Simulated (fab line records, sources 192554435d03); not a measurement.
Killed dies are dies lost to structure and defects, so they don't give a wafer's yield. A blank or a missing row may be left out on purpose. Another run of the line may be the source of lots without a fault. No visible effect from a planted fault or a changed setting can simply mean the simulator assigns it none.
fab line records	flow n5-finfet
[record] lots = 24	wafers = 72	last-day = 18
route steps=1938 shown BEOL_M5@1170 BEOL_M6@1195
lots with no fault: from the same line, run without faults
start-h: start of the lot's first displayed wafer, in hours after the record's first day	wait-h: time in hours since the lot's previous step	" as in the row above	L1.1+2: a row that stands for several wafers	- value missing, or start not given	* or withheld: withheld	< > ~ a bound
route shown NAME@n: a module of which the file shows steps, and the number in the route of the first	usual: average and standard deviation across the fault-free wafers	same: alike in all rows	chamber/n: place in a boat	sites: each site's reading	_std_site: their standard deviation	_edge_site: outer sites' mean less inner sites'	radius-mm: for every site, how far away it sits from the centre of the wafer	mask NAME#n: copy n	behind: tool/chamber where the wafer was last shaped	hold: the reason the lot was held/the length of the hold in hours/how it ended	device: which transistor (n, p or np) failed to switch	end of line: the tests these same wafers got at the end of their route	where a step has no rows: the recipe by itself	killed: at the first sort, the dies lost to defects and structure; wafer yield is something else	map: a wafer's dies, marking killed ones x, the rest . and places with no die _
set.NAME: the run value of the setting; set.NAME@STEP: its run value at that earlier step	model.NAME: the simulator's own value behind a step, which no gauge read
steps of the route over a sample of lots; a table a step, a row a wafer
services: when a tool's chamber went out of use (start-h, in hours from the record's first day, below 0 if earlier), for how many hours, and the reason
[[steps]]
[step N5_BEOL_M5_DEGAS_44]
[recipe] ambient = vacuum	temp-c = 250	time-s = 60
[usual] heater-power-w = 333/38
lot.wafer	tool	chamber	start-h	wait-h	heater-power-w
L074.2	pvd-sputter-02	-	176.88	0.3	327
L074.3	"	-	"	"	257
L074.6	"	-	"	"	306
L075.1	pvd-sputter-02	-	179.84	1.7	356
L075.3	"	-	"	"	265
L075.5	"	-	"	"	306
L076.2	pvd-sputter-02	-	187.92	0.5	300
L076.3	"	-	"	"	359
L076.5	"	-	"	"	320
L077.3	pvd-sputter-02	-	196.24	0.5	323
L077.5	"	-	"	"	264
L077.6	"	-	"	"	330
L078.2	pvd-sputter-01	-	202.01	0.2	356
L078.4	"	-	"	"	274
L078.6	"	-	"	"	353
L080.1	pvd-sputter-03	-	208.40	0.3	370
L080.3	"	-	"	"	333
L080.5	"	-	"	"	364
L081.1	pvd-sputter-03	-	219.01	0.3	350
L081.3	"	-	"	"	358
L081.6	"	-	"	"	370
L079.2	pvd-sputter-02	-	219.06	0.2	360
L079.3	"	-	"	"	261
L079.6	"	-	"	"	306
L083.3	pvd-sputter-01	-	225.24	0.2	281
L083.4	"	-	"	"	355
L083.5	"	-	"	"	355
L082.2	pvd-sputter-02	-	236.74	0.2	368
L082.3	"	-	"	"	325
L082.5	"	-	"	"	310
L084.1	pvd-sputter-02	-	243.64	0.7	322
L084.2	"	-	"	"	367
L084.4	"	-	"	"	254
L085.2	pvd-sputter-01	-	248.63	0.3	279
L085.3	"	-	"	"	389
L085.5	"	-	"	"	374
L086.1	pvd-sputter-03	-	253.54	0.4	352
L086.4	"	-	"	"	349
L086.6	"	-	"	"	346
L087.1	pvd-sputter-02	-	260.26	0.6	319
L087.4	"	-	"	"	362
L087.5	"	-	"	"	308
L088.2	pvd-sputter-02	-	263.24	0.2	375
L088.5	"	-	"	"	362
L088.6	"	-	"	"	307
L089.4	pvd-sputter-03	-	269.14	1.9	352
L089.5	"	-	"	"	359
L089.6	"	-	"	"	342
L090.1	pvd-sputter-01	-	274.66	0.3	355
L090.2	"	-	"	"	371
L090.6	"	-	"	"	359
L091.1	pvd-sputter-02	-	278.54	0.3	323
L091.3	"	-	"	"	305
L091.5	"	-	"	"	309
L092.1	pvd-sputter-02	-	290.57	0.5	266
L092.2	"	-	"	"	353
L092.6	"	-	"	"	363
L094.1	pvd-sputter-03	-	297.48	0.4	331
L094.5	"	-	"	"	342
L094.6	"	-	"	"	353
L093.1	pvd-sputter-01	-	298.13	0.5	273
L093.4	"	-	"	"	378
L093.5	"	-	"	"	374
L095.1	pvd-sputter-03	-	311.01	0.3	365
L095.2	"	-	"	"	335
L095.4	"	-	"	"	354
L096.2	pvd-sputter-01	-	315.12	0.9	282
L096.3	"	-	"	"	376
L096.5	"	-	"	"	390
L097.1	pvd-sputter-03	-	326.56	0.5	371
L097.3	"	-	"	"	365
L097.5	"	-	"	"	363
[step N5_BEOL_M6_CURE_74]
[recipe] temp-c = 385	time-s = 240	ambient = He/Ar	material = SiCOH_lowk
[usual] lamp-power-pct = 52.31/0.053	wafer_temp_C_max = 387.3/0.73
lot.wafer	tool	chamber	start-h	wait-h	lamp-power-pct	wafer_temp_C_max
L074.2	uv-cure-03	1	183.35	0.1	52.36	387.2
L074.3	"	1	"	"	52.29	387.0
L074.6	"	1	"	"	52.32	387.1
L075.1	uv-cure-02	0	187.18	0.0	52.18	387.2
L075.3	"	0	"	"	52.28	386.8
L075.5	"	0	"	"	52.34	387.1
L076.2	uv-cure-03	2	196.40	0.1	52.37	387.5
L076.3	"	2	"	"	52.38	387.9
L076.5	"	2	"	"	52.25	387.5
L077.3	uv-cure-03	2	202.87	0.2	52.36	388.4
L077.5	"	2	"	"	52.34	387.3
L077.6	"	2	"	"	52.29	387.7
L078.2	uv-cure-01	1	211.57	0.1	52.36	386.3
L078.4	"	1	"	"	52.31	385.9
L078.6	"	1	"	"	52.32	386.1
L080.1	uv-cure-03	2	218.16	0.0	52.33	387.7
L080.3	"	2	"	"	52.35	387.2
L080.5	"	2	"	"	52.25	388.2
L081.1	uv-cure-01	2	226.41	0.1	52.29	387.5
L081.3	"	2	"	"	52.33	386.9
L081.6	"	2	"	"	52.36	387.6
L079.2	uv-cure-02	2	227.60	0.1	52.33	388.2
L079.3	"	2	"	"	52.40	388.8
L079.6	"	2	"	"	52.33	388.2
L083.3	uv-cure-03	0	234.77	0.2	52.33	388.6
L083.4	"	0	"	"	52.42	388.2
L083.5	"	0	"	"	52.44	387.4
L082.2	uv-cure-01	0	244.28	0.1	52.23	386.9
L082.3	"	0	"	"	52.34	386.9
L082.5	"	0	"	"	52.35	387.4
L084.1	uv-cure-01	0	249.85	0.0	52.37	387.6
L084.2	"	0	"	"	52.31	387.4
L084.4	"	0	"	"	52.34	387.7
L085.2	uv-cure-02	2	254.94	0.1	52.27	387.7
L085.3	"	2	"	"	52.34	388.9
L085.5	"	2	"	"	52.28	388.8
L086.1	uv-cure-02	0	259.83	0.0	52.20	387.7
L086.4	"	0	"	"	52.32	387.3
L086.6	"	0	"	"	52.25	386.4
L087.1	uv-cure-01	2	266.71	0.0	52.32	387.3
L087.4	"	2	"	"	52.26	387.3
L087.5	"	2	"	"	52.27	387.3
L088.2	uv-cure-01	0	271.44	0.1	52.31	388.1
L088.5	"	0	"	"	52.43	387.3
L088.6	"	0	"	"	52.33	388.1
L089.4	uv-cure-01	2	275.74	0.3	52.36	387.1
L089.5	"	2	"	"	52.28	387.4
L089.6	"	2	"	"	52.29	387.2
L090.1	uv-cure-03	0	281.17	0.1	52.31	388.4
L090.2	"	0	"	"	52.30	387.2
L090.6	"	0	"	"	52.31	387.0
L091.1	uv-cure-03	2	285.16	0.0	52.32	387.0
L091.3	"	2	"	"	52.26	387.7
L091.5	"	2	"	"	52.24	386.9
L092.1	uv-cure-01	1	298.20	0.0	52.28	387.0
L092.2	"	1	"	"	52.26	386.7
L092.6	"	1	"	"	52.36	386.2
L094.1	uv-cure-03	1	303.74	0.0	52.29	387.0
L094.5	"	1	"	"	52.29	387.3
L094.6	"	1	"	"	52.27	387.0
L093.1	uv-cure-01	1	307.17	0.5	52.33	386.6
L093.4	"	1	"	"	52.23	386.4
L093.5	"	1	"	"	52.30	386.1
L095.1	uv-cure-01	1	318.52	0.0	52.24	386.4
L095.2	"	1	"	"	52.30	386.3
L095.4	"	1	"	"	52.34	386.8
L096.2	uv-cure-02	1	321.51	0.1	52.34	386.3
L096.3	"	1	"	"	52.27	385.9
L096.5	"	1	"	"	52.30	386.0
L097.1	uv-cure-03	2	333.34	0.0	52.35	387.1
L097.3	"	2	"	"	52.37	388.0
L097.5	"	2	"	"	52.17	387.9
[step N5_BEOL_M6_STRIP_19]
[recipe] chemistry = O2	power-w = 400	temp-c = 40	pressure-mtorr = 30	rf-frequency-hz = 6e+07	bias-power-w = 0	overash-fraction = 0.2	o2-flow-sccm = 225
[usual] chamber-pressure-mTorr = 30.00/0.05	drypump-motor-current-A = 5.9/0.39	o2-flow-sccm = 225.0/0.74	oes-product-au = 0.80/0.11	rf-vpp-V = 3.7/0.6	showerhead-plenum-p-Torr = 2.07/0.062	throttle-valve-pct = 16.58/0.24
lot.wafer	tool	chamber	start-h	wait-h	chamber-pressure-mTorr	drypump-motor-current-A	o2-flow-sccm	oes-product-au	rf-hours-counter-h	rf-vpp-V	showerhead-plenum-p-Torr	throttle-valve-pct
L074.2	rie-diel-05	2	187.39	0.1	29.96	5.5	224.6	0.93	20	2.2	2.04	16.24
L074.3	"	0	"	"	29.99	5.8	223.4	0.70	224	4.0	2.18	16.70
L074.6	"	2	"	"	30.02	5.5	225.0	0.92	-	3.8	2.04	16.28
L075.1	rie-diel-03	3	191.01	0.2	29.98	5.9	224.5	0.72	199	4.2	2.06	16.38
L075.3	"	1	"	"	30.01	6.4	225.1	0.77	124	2.9	2.10	16.71
L075.5	"	3	"	"	30.05	5.9	225.5	0.73	-	2.9	2.06	16.38
L076.2	rie-diel-03	2	200.20	0.1	30.03	5.5	226.3	0.67	249	3.2	2.04	16.67
L076.3	"	3	"	"	30.02	5.9	226.1	0.72	202	4.7	2.06	16.39
L076.5	"	2	"	"	29.96	5.4	226.2	0.67	-	4.4	2.04	16.69
L077.3	rie-diel-03	3	204.87	0.1	29.97	5.9	225.7	0.72	204	2.9	2.06	16.37
L077.5	"	0	"	"	30.04	6.3	224.5	0.65	-	4.0	2.07	16.95
L077.6	"	1	"	"	30.02	6.3	225.2	0.76	-	3.7	2.10	16.68
L078.2	rie-diel-05	1	212.96	0.1	30.03	5.1	225.9	0.69	227	3.5	2.18	17.06
L078.4	"	2	"	"	29.99	5.5	224.4	0.91	28	3.6	2.04	16.28
L078.6	"	2	"	"	29.98	5.5	225.0	0.91	-	4.1	2.04	16.28
L080.1	rie-diel-02	3	220.04	0.1	30.05	5.9	225.7	0.82	63	3.8	2.02	16.65
L080.3	"	2	"	"	30.02	5.8	224.0	0.95	5	4.5	2.07	16.54
L080.5	"	2	"	"	29.98	5.8	224.6	0.95	-	3.4	2.07	16.53
L081.1	rie-diel-02	0	229.10	0.1	29.97	6.4	225.2	0.73	166	4.3	1.90	16.74
L081.3	"	2	"	"	30.00	5.8	225.2	0.94	9	3.5	2.07	16.55
L081.6	"	1	"	"	29.94	5.4	224.4	0.71	-	3.9	2.17	16.56
L079.2	rie-diel-03	2	229.43	0.1	30.03	5.5	224.3	0.99	3	3.2	2.04	16.19
L079.3	"	1	"	"	29.97	6.3	225.6	0.75	137	3.7	2.10	16.71
L079.6	"	1	"	"	30.05	6.3	225.2	0.75	-	3.5	2.10	16.70
L083.3	rie-diel-03	1	236.68	0.1	29.99	6.4	224.4	0.75	141	4.2	2.10	16.72
L083.4	"	2	"	"	30.00	5.4	226.1	0.98	-	4.2	2.04	16.19
L083.5	"	1	"	"	30.04	6.4	225.4	0.75	-	3.3	2.10	16.73
L082.2	rie-diel-03	0	246.37	0.1	29.98	6.3	224.1	1.02	1	2.8	2.07	16.46
L082.3	"	1	"	"	30.01	6.3	224.9	0.75	145	3.3	2.10	16.72
L082.5	"	1	"	"	29.99	6.4	224.8	0.76	-	3.2	2.10	16.74
L084.1	rie-diel-05	1	254.35	0.2	29.99	5.1	224.3	0.67	243	3.2	2.17	17.09
L084.2	"	2	"	"	30.00	5.5	224.4	0.87	44	5.0	2.03	16.30
L084.4	"	0	"	"	29.96	5.8	224.9	0.68	-	3.1	2.17	16.76
L085.2	rie-diel-02	3	259.68	0.1	29.98	6.0	224.4	0.80	77	3.0	2.02	16.68
L085.3	"	2	"	"	29.98	5.8	224.6	0.92	19	4.0	2.06	16.57
L085.5	"	2	"	"	29.55	5.8	225.1	0.91	-	4.1	2.06	16.58
L086.1	rie-diel-03	0	263.19	0.1	29.97	6.3	224.0	0.98	6	3.4	2.06	16.47
L086.4	"	3	"	"	29.97	5.9	224.7	0.70	227	2.8	2.05	16.43
L086.6	"	2	"	"	29.94	5.5	225.5	0.95	-	3.1	2.04	16.23
L087.1	rie-diel-05	2	270.33	0.1	29.98	5.5	224.6	0.86	50	2.9	2.03	16.30
L087.4	"	2	"	"	30.07	5.5	223.8	0.87	-	3.7	2.03	16.29
L087.5	"	3	"	"	30.02	6.4	225.6	0.68	-	4.1	2.15	17.02
L088.2	rie-diel-03	2	274.72	0.1	29.97	5.5	225.8	0.94	19	3.2	2.04	16.24
L088.5	"	1	"	"	29.99	6.4	224.8	0.74	-	2.9	2.09	16.72
L088.6	"	0	"	"	29.94	6.3	225.3	0.95	-	3.3	2.06	16.50
L089.4	rie-diel-02	0	278.90	0.1	30.02	6.4	224.3	0.73	180	4.2	1.90	16.76
L089.5	"	3	"	"	30.05	6.0	223.6	0.81	-	3.8	2.02	16.68
L089.6	"	0	"	"	30.04	6.3	225.8	0.72	-	3.5	1.90	16.76
L090.1	rie-diel-03	3	284.73	0.1	30.03	5.9	224.2	0.69	232	3.4	2.05	16.43
L090.2	"	1	"	"	30.06	6.3	224.5	0.74	158	4.4	2.09	16.75
L090.6	"	2	"	"	29.98	5.5	225.6	0.93	-	4.2	2.04	16.24
L091.1	rie-diel-05	3	287.58	0.1	29.98	6.5	226.0	0.67	244	4.4	2.15	16.99
L091.3	"	2	"	"	29.96	5.5	225.3	0.87	58	3.6	2.03	16.32
L091.5	"	0	"	"	30.02	5.7	226.1	0.99	-	4.1	2.17	16.27
L092.1	rie-diel-03	0	301.64	0.2	29.95	6.3	225.1	0.94	21	2.9	2.06	16.52
L092.2	"	1	"	"	30.00	6.3	225.8	0.74	164	3.1	2.09	16.76
L092.6	"	3	"	"	30.01	5.9	224.5	0.71	-	4.7	2.05	16.45
L094.1	rie-diel-03	0	305.31	0.1	30.02	6.3	225.1	0.93	22	2.8	2.06	16.51
L094.5	"	1	"	"	29.98	6.4	225.1	0.72	-	4.3	2.09	16.75
L094.6	"	2	"	"	29.99	5.4	225.0	0.92	-	3.0	2.03	16.26
L093.1	rie-diel-03	2	311.12	0.2	29.95	5.5	225.3	0.90	33	3.0	2.03	16.26
L093.4	"	0	"	"	30.08	6.3	224.7	0.92	-	4.2	2.06	16.50
L093.5	"	1	"	"	30.00	6.4	226.2	0.73	-	4.6	2.09	16.77
L095.1	rie-diel-03	3	321.97	0.1	29.99	5.9	225.5	0.69	244	3.5	2.04	16.46
L095.2	"	2	"	"	30.02	5.5	225.0	0.92	38	4.8	2.03	16.25
L095.4	"	3	"	"	30.00	5.9	225.9	0.69	-	3.7	2.04	16.46
L096.2	rie-diel-02	0	323.35	0.1	30.04	6.3	225.2	0.71	198	4.0	1.89	16.78
L096.3	"	3	"	"	30.00	6.0	226.3	0.79	102	2.9	2.01	16.74
L096.5	"	2	"	"	29.99	5.8	224.8	0.86	-	4.2	2.05	16.62
L097.1	rie-diel-02	2	335.86	0.1	30.03	5.8	224.8	0.84	50	5.0	2.05	16.63
L097.3	"	3	"	"	29.99	6.0	225.9	0.76	107	4.0	2.01	16.75
L097.5	"	3	"	"	29.96	5.9	225.9	0.76	-	2.7	2.01	16.74
[step N5_BEOL_M6_CD_MEAS_28]
[recipe] target-cd-nm = 40	landing-energy-ev = 500	detector = se-inlens
[usual] cd-nm = 40.01/0.22
lot.wafer	tool	chamber	start-h	wait-h	cd-nm
L074.2	cd-sem-01	0	189.05	-	40.06
L074.3	"	0	"	"	39.91
L074.6	"	0	"	"	39.74
L075.1	cd-sem-03	0	191.79	-	39.93
L075.3	"	0	"	"	40.07
L075.5	"	0	"	"	40.17
L076.2	cd-sem-02	0	200.64	-	39.93
L076.3	"	0	"	"	39.93
L076.5	"	0	"	"	39.68
L077.3	cd-sem-03	0	207.04	-	40.31
L077.5	"	0	"	"	40.33
L077.6	"	0	"	"	39.92
L078.2	cd-sem-02	0	213.51	-	39.93
L078.4	"	0	"	"	40.09
L078.6	"	0	"	"	40.16
L080.1	cd-sem-02	0	220.54	-	40.68
L080.3	"	0	"	"	40.17
L080.5	"	0	"	"	39.88
L079.2	cd-sem-01	0	230.25	-	39.85
L079.3	"	0	"	"	39.96
L079.6	"	0	"	"	39.88
L081.1	cd-sem-03	0	230.42	-	40.40
L081.3	"	0	"	"	40.19
L081.6	"	0	"	"	40.46
L083.3	cd-sem-02	0	237.18	-	39.91
L083.4	"	0	"	"	40.15
L083.5	"	0	"	"	40.32
L082.2	cd-sem-03	0	246.75	-	40.18
L082.3	"	0	"	"	39.95
L082.5	"	0	"	"	40.00
L084.1	cd-sem-01	0	258.46	-	40.12
L084.2	"	0	"	"	40.15
L084.4	"	0	"	"	39.92
L085.2	cd-sem-01	0	261.86	-	39.97
L085.3	"	0	"	"	39.97
L085.5	"	0	"	"	40.35
L086.1	cd-sem-01	0	265.34	-	40.37
L086.4	"	0	"	"	39.83
L086.6	"	0	"	"	39.71
L087.1	cd-sem-01	0	273.40	-	40.44
L087.4	"	0	"	"	40.35
L087.5	"	0	"	"	39.82
L088.2	cd-sem-01	0	275.10	-	40.05
L088.5	"	0	"	"	39.89
L088.6	"	0	"	"	39.89
L089.4	cd-sem-01	0	279.28	-	39.91
L089.5	"	0	"	"	39.47
L089.6	"	0	"	"	39.78
L090.1	cd-sem-03	0	285.71	-	40.14
L090.2	"	0	"	"	40.22
L090.6	"	0	"	"	39.97
L091.1	cd-sem-01	0	289.39	-	39.91
L091.3	"	0	"	"	39.68
L091.5	"	0	"	"	40.18
L092.1	cd-sem-03	0	302.22	-	40.03
L092.2	"	0	"	"	40.25
L092.6	"	0	"	"	39.90
L094.1	cd-sem-02	0	305.78	-	39.86
L094.5	"	0	"	"	40.35
L094.6	"	0	"	"	39.96
L093.1	cd-sem-02	0	312.75	-	39.96
L093.4	"	0	"	"	40.33
L093.5	"	0	"	"	40.13
L095.1	cd-sem-01	0	322.42	-	40.39
L095.2	"	0	"	"	39.91
L095.4	"	0	"	"	39.97
L096.2	cd-sem-03	0	325.18	-	40.43
L096.3	"	0	"	"	39.95
L096.5	"	0	"	"	39.82
L097.1	cd-sem-02	0	336.26	-	39.85
L097.3	"	0	"	"	40.25
L097.5	"	0	"	"	39.97
[step N5_BEOL_M6_TRENCH_ETCH_37]
[recipe] chemistry = C4F6/O2	target-depth-a = 944.35	target = SiCOH_lowk	time-s = 31.5	ion-energy-ev = 250	pressure-mtorr = 30	source-w = 345	bias-w = 185	Ar_flow_sccm = 300	C4F6_flow_sccm = 10	O2_flow_sccm = 10
[usual] chamber-pressure-mTorr = 30.000/0.027	drypump-motor-current-A = 5.8/0.45	oes-product-au = 0.79/0.1	rf-vpp-V = 669/13	showerhead-plenum-p-Torr = 2.83/0.1	throttle-valve-pct = 20.93/0.23
lot.wafer	tool	chamber	start-h	wait-h	chamber-pressure-mTorr	drypump-motor-current-A	oes-product-au	rf-hours-counter-h	rf-vpp-V	showerhead-plenum-p-Torr	throttle-valve-pct
L074.2	rie-diel-02	1	-	-	30.009	5.4	0.72	186	680	2.97	20.89
L074.3	"	0	"	"	30.023	6.4	0.74	149	673	2.63	21.05
L074.6	"	1	"	"	29.994	5.4	0.71	-	679	2.97	20.91
L075.1	rie-diel-02	1	-	-	29.975	5.4	0.73	187	678	2.97	20.91
L075.3	"	0	"	"	29.967	6.3	0.76	150	671	2.63	21.05
L075.5	"	0	"	"	30.036	6.3	0.76	-	670	2.63	21.05
L076.2	rie-diel-05	0	-	-	30.014	5.7	0.70	230	667	2.92	20.83
L076.3	"	1	"	"	30.015	5.1	0.70	224	666	2.93	21.21
L076.5	"	1	"	"	29.996	5.1	0.70	-	665	2.93	21.20
L077.3	rie-diel-02	2	-	-	30.027	5.8	0.98	0	694	2.79	20.77
L077.5	"	1	"	"	30.028	5.4	0.72	-	678	2.97	20.92
L077.6	"	0	"	"	29.933	6.3	0.75	-	671	2.63	21.06
L078.2	rie-diel-02	0	-	-	30.004	6.4	0.74	160	672	2.62	21.08
L078.4	"	2	"	"	30.050	5.8	0.97	3	696	2.79	20.78
L078.6	"	2	"	"	30.010	5.8	0.96	-	696	2.79	20.76
L080.1	rie-diel-03	3	-	-	30.008	5.9	0.72	211	645	2.83	20.74
L080.3	"	1	"	"	30.002	6.3	0.76	134	647	2.87	21.03
L080.5	"	3	"	"	30.038	5.9	0.71	-	648	2.83	20.74
L079.2	rie-diel-05	2	-	-	30.044	5.5	0.89	35	685	2.79	20.64
L079.3	"	0	"	"	30.029	5.8	0.69	239	667	2.92	20.83
L079.6	"	2	"	"	30.018	5.5	0.89	-	684	2.79	20.63
L081.1	rie-diel-03	1	-	-	29.978	6.4	0.76	138	646	2.87	21.04
L081.3	"	2	"	"	30.015	5.5	0.99	4	646	2.80	20.57
L081.6	"	2	"	"	29.987	5.5	0.99	-	648	2.80	20.57
L083.3	rie-diel-02	1	-	-	29.965	5.5	0.71	207	678	2.96	20.95
L083.4	"	0	"	"	29.999	6.3	0.74	169	672	2.62	21.08
L083.5	"	3	"	"	29.993	6.0	0.82	-	655	2.75	20.95
L082.2	rie-diel-05	1	-	-	30.023	5.2	0.68	240	668	2.92	21.22
L082.3	"	0	"	"	29.975	5.8	0.69	245	667	2.92	20.84
L082.5	"	1	"	"	29.976	5.2	0.69	-	667	2.92	21.23
L084.1	rie-diel-05	2	-	-	29.957	5.5	0.87	46	683	2.78	20.64
L084.2	"	1	"	"	29.963	5.2	0.68	245	666	2.92	21.24
L084.4	"	3	"	"	30.004	6.5	0.70	-	671	2.93	21.29
L085.2	rie-diel-05	1	-	-	29.999	5.1	0.68	246	668	2.92	21.24
L085.3	"	2	"	"	29.951	5.5	0.86	47	683	2.78	20.65
L085.5	"	2	"	"	29.972	5.5	0.86	-	683	2.78	20.64
L086.1	rie-diel-05	2	-	-	29.950	5.5	0.86	48	684	2.78	20.65
L086.4	"	3	"	"	30.007	6.5	0.69	-	672	2.93	21.28
L086.6	"	1	"	"	30.015	5.1	0.68	-	667	2.92	21.25
L087.1	rie-diel-05	3	-	-	30.026	6.5	0.69	237	671	2.93	21.27
L087.4	"	2	"	"	29.981	5.5	0.84	-	685	2.78	20.67
L087.5	"	1	"	"	29.984	5.2	0.68	-	667	2.92	21.24
L088.2	rie-diel-05	3	-	-	30.021	6.5	0.69	238	672	2.93	21.29
L088.5	"	3	"	"	30.057	6.5	0.69	-	672	2.93	21.30
L088.6	"	1	"	"	30.024	5.1	0.67	-	667	2.92	21.24
L089.4	rie-diel-03	2	-	-	29.999	5.5	0.94	-	648	2.79	20.61
L089.5	"	0	"	"	29.955	6.3	0.96	-	658	2.78	20.66
L089.6	"	1	"	"	29.986	6.4	0.74	-	645	2.86	21.08
L090.1	rie-diel-02	0	-	-	30.038	6.4	0.72	183	670	2.62	21.11
L090.2	"	3	"	"	29.961	5.9	0.80	87	656	2.74	20.96
L090.6	"	1	"	"	30.001	5.4	0.69	-	678	2.96	20.96
L091.1	rie-diel-05	0	-	-	29.997	5.8	1.00	4	666	2.91	20.44
L091.3	"	3	"	"	30.038	6.5	0.69	244	671	2.93	21.30
L091.5	"	0	"	"	29.993	5.7	1.00	-	667	2.91	20.43
L092.1	rie-diel-02	1	-	-	29.980	5.4	0.69	230	678	2.95	20.97
L092.2	"	0	"	"	29.984	6.4	0.72	190	671	2.61	21.12
L092.6	"	0	"	"	29.974	6.4	0.72	-	669	2.61	21.12
L094.1	rie-diel-03	1	-	-	29.974	6.4	0.73	166	646	2.85	21.08
L094.5	"	1	"	"	30.007	6.3	0.73	-	646	2.85	21.07
L094.6	"	2	"	"	29.990	5.5	0.92	-	648	2.78	20.61
L093.1	rie-diel-05	2	-	-	29.994	5.5	0.84	69	683	2.77	20.68
L093.4	"	1	"	"	29.989	5.2	0.97	-	667	2.91	20.93
L093.5	"	0	"	"	30.035	5.7	0.94	-	668	2.91	20.46
L095.1	rie-diel-02	2	-	-	30.047	5.8	0.87	44	695	2.78	20.83
L095.2	"	1	"	"	29.981	5.4	0.69	238	677	2.95	20.97
L095.4	"	0	"	"	29.986	6.4	0.72	198	671	2.61	21.11
L096.2	rie-diel-02	1	-	-	29.997	5.4	0.68	239	677	2.95	20.97
L096.3	"	0	"	"	30.023	6.3	0.71	199	671	2.61	21.12
L096.5	"	2	"	"	30.035	5.8	0.86	-	695	2.77	20.83
L097.1	rie-diel-05	0	-	-	29.986	5.8	0.93	25	667	2.90	20.48
L097.3	"	1	"	"	30.046	5.1	0.94	19	666	2.91	20.95
L097.5	"	0	"	"	30.010	5.7	0.93	-	666	2.90	20.46
[step N5_BEOL_M6_CD_MEAS_35]
[recipe] target-cd-nm = 40	target-cd-y-nm = 28	polarity = opening
[usual] cd-nm = 40.1/0.74
lot.wafer	tool	chamber	start-h	wait-h	cd-nm
L074.2	cd-sem-03	-	190.10	0.0	39.7
L074.3	"	-	"	"	40.3
L074.6	"	-	"	"	40.1
L075.1	cd-sem-02	-	192.50	0.0	40.6
L075.3	"	-	"	"	40.5
L075.5	"	-	"	"	39.3
L076.2	cd-sem-02	-	201.98	0.0	40.0
L076.3	"	-	"	"	39.6
L076.5	"	-	"	"	39.7
L077.3	cd-sem-01	-	207.75	0.0	40.2
L077.5	"	-	"	"	40.4
L077.6	"	-	"	"	40.6
L078.2	cd-sem-01	-	214.23	0.0	41.3
L078.4	"	-	"	"	39.8
L078.6	"	-	"	"	40.7
L080.1	cd-sem-02	-	221.53	0.0	41.0
L080.3	"	-	"	"	39.6
L080.5	"	-	"	"	39.8
L079.2	cd-sem-02	-	230.96	0.0	40.5
L079.3	"	-	"	"	41.1
L079.6	"	-	"	"	41.1
L081.1	cd-sem-03	-	231.32	0.0	39.4
L081.3	"	-	"	"	40.8
L081.6	"	-	"	"	40.5
L083.3	cd-sem-03	-	237.89	0.0	40.4
L083.4	"	-	"	"	39.7
L083.5	"	-	"	"	39.5
L082.2	cd-sem-02	-	247.45	0.0	39.3
L082.3	"	-	"	"	39.5
L082.5	"	-	"	"	39.3
L084.1	cd-sem-03	-	259.19	0.0	41.4
L084.2	"	-	"	"	41.3
L084.4	"	-	"	"	39.9
L085.2	cd-sem-01	-	262.56	0.0	39.2
L085.3	"	-	"	"	39.5
L085.5	"	-	"	"	40.1
L086.1	cd-sem-01	-	266.19	0.0	40.1
L086.4	"	-	"	"	41.9
L086.6	"	-	"	"	41.8
L087.1	cd-sem-03	-	274.10	0.0	39.8
L087.4	"	-	"	"	40.5
L087.5	"	-	"	"	39.2
L088.2	cd-sem-03	-	275.81	0.0	40.6
L088.5	"	-	"	"	40.2
L088.6	"	-	"	"	40.3
L089.4	cd-sem-02	-	280.05	0.0	41.8
L089.5	"	-	"	"	40.6
L089.6	"	-	"	"	39.9
L090.1	cd-sem-02	-	287.02	0.0	42.1
L090.2	"	-	"	"	40.3
L090.6	"	-	"	"	41.4
L091.1	cd-sem-03	-	290.15	0.0	39.6
L091.3	"	-	"	"	40.6
L091.5	"	-	"	"	39.9
L092.1	cd-sem-03	-	302.92	0.0	38.5
L092.2	"	-	"	"	40.8
L092.6	"	-	"	"	39.9
L094.1	cd-sem-01	-	306.63	0.0	39.2
L094.5	"	-	"	"	40.1
L094.6	"	-	"	"	40.2
L093.1	cd-sem-02	-	313.74	0.0	40.1
L093.4	"	-	"	"	39.4
L093.5	"	-	"	"	40.5
L095.1	cd-sem-02	-	323.15	0.0	40.3
L095.2	"	-	"	"	40.5
L095.4	"	-	"	"	39.7
L096.2	cd-sem-02	-	325.96	0.0	40.1
L096.3	"	-	"	"	39.6
L096.5	"	-	"	"	40.7
L097.1	cd-sem-02	-	336.96	0.0	39.1
L097.3	"	-	"	"	38.8
L097.5	"	-	"	"	39.1
[[services]]
tool	chamber	start-h	hours	kind
uv-cure-01	-	175.20	0.4	repair
rie-diel-03	2	203.59	-	clean
rie-diel-03	2	203.59	-	consumable-replace:focus-ring
rie-diel-03	2	203.59	17.8	scheduled-down
rie-diel-03	2	203.59	17.8	vent-cycle
uv-cure-02	-	213.58	11.4	repair
rie-diel-03	1	217.32	3.5	repair
uv-cure-03	-	219.99	14.6	pm
rie-diel-03	0	221.39	-	clean
rie-diel-03	0	221.39	-	consumable-replace:focus-ring
rie-diel-03	0	221.39	21.7	scheduled-down
uv-cure-01	-	238.22	2.1	pm
rie-diel-05	3	253.97	1.8	repair
pvd-sputter-03	-	254.06	7.5	repair
rie-diel-02	1	259.41	3.0	repair
uv-cure-01	-	262.91	1.0	pm
rie-diel-02	0	272.35	6.4	repair
rie-diel-03	3	272.91	8.3	repair
uv-cure-02	-	282.70	0.8	repair
uv-cure-02	-	290.68	1.0	pm
rie-diel-03	2	308.08	2.5	repair
rie-diel-03	3	308.34	5.9	repair
rie-diel-03	1	314.59	8.3	repair
rie-diel-05	2	335.38	4.5	repair
[[key]]
fault none
